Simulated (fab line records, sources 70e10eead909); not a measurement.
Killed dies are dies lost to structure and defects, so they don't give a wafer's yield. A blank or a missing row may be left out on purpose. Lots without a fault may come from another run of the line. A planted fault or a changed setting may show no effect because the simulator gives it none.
A struck lot beside a sound one | flow nand_harc | 15 steps out of a route of 1302
Sound: wafers L432.2, L432.4, L432.6. Struck: wafer L444.6. (L444.5 of the same lot was not struck and is left out.) The cause comes at the end.
At each step with rows: each side's tool, then ch and its chambers, then its first start. Under that, the readings that differ: sound wafers | struck wafers | difference of the means | sigmas: that difference in standard deviations of wafers without a fault.
alike: readings whose means differ by less than 2 such deviations, and words and numbers that are the same on both sides. not compared: withheld readings, readings that some wafer has no value for, bounds like >300 that may hide the same value, and numbers for which the record gives no deviation and whose values overlap.
The two part at a step that has a row with sigmas, a row that says differs or no value, or rows on one side only. Numbers that don't overlap but have no deviation are shown without sigmas and don't part them. A reading that every wafer of one side lacks parts them only if that side has two wafers or more.

NHARC_A_ONON_D2_THK_MEAS_02: measures by ellipsometry.
  sound on film_metro-02, day 14 00:04; struck on film_metro-02, day 19 03:53
  alike: thk_nm
then, 1 step without rows for these wafers: NHARC_A_ONON_D2_DEP_03 (target thk 1000 nm).
NHARC_A_ONON_D2_THK_MEAS_05: measures by ellipsometry.
  sound on film_metro-01, day 14 00:38; struck on film_metro-02, day 19 04:28
  reading     | sound       | struck | difference | sigmas
  thk_nm (nm) | 997 997 999 | 1021   | +23        | +3
then, 1 step without rows for these wafers: NHARC_A_ONON_D2_DEP_06 (target thk 1000 nm).
NHARC_A_ONON_D2_THK_MEAS_08: measures by ellipsometry.
  sound on film_metro-02, day 14 01:12; struck on film_metro-02, day 19 05:02
  alike: thk_nm
then, 1 step without rows for these wafers: NHARC_A_ONON_D2_DEP_09 (target thk 1000 nm).
NHARC_A_ONON_D2_THK_MEAS_11: measures by ellipsometry.
  sound on film_metro-01, day 14 01:46; struck on film_metro-02, day 19 05:35
  alike: thk_nm
then, 1 step without rows for these wafers: NHARC_A_ONON_D2_DEP_12 (target thk 1000 nm).
NHARC_A_ONON_D2_THK_MEAS_14: measures by ellipsometry.
  sound on film_metro-01, day 14 02:20; struck on film_metro-02, day 19 06:10
  alike: thk_nm
then, 2 steps without rows for these wafers: NHARC_A_ONON_D2_ANNEAL_15 (time 3600 s); NHARC_A_ONON_D2_DEP_16 (target thk 1000 nm).
NHARC_A_ONON_D2_THK_MEAS_18: measures by ellipsometry.
  sound on film_metro-02, day 14 09:40; struck on film_metro-02, day 19 13:31
  alike: thk_nm
NHARC_A_ONON_D2_DEP_19: target thk 1000 nm.
  sound on pecvd_onon-01 ch 0, day 14 09:47; struck on pecvd_onon-04 ch 0, day 19 13:48
  alike: nh3_flow_sccm
NHARC_A_ONON_D2_THK_MEAS_21: measures by ellipsometry.
  sound on film_metro-01, day 14 10:14; struck on film_metro-02, day 19 14:05
  reading     | sound          | struck | difference | sigmas
  thk_nm (nm) | 1008 1010 1008 | 1526   | +517       | +53
then, 1 step without rows for these wafers: NHARC_A_ONON_D2_DEP_22 (target thk 1000 nm).

WHERE THEY PART
First at NHARC_A_ONON_D2_THK_MEAS_05; last, within this record, at NHARC_A_ONON_D2_THK_MEAS_21.

WHY: what the simulator had put in
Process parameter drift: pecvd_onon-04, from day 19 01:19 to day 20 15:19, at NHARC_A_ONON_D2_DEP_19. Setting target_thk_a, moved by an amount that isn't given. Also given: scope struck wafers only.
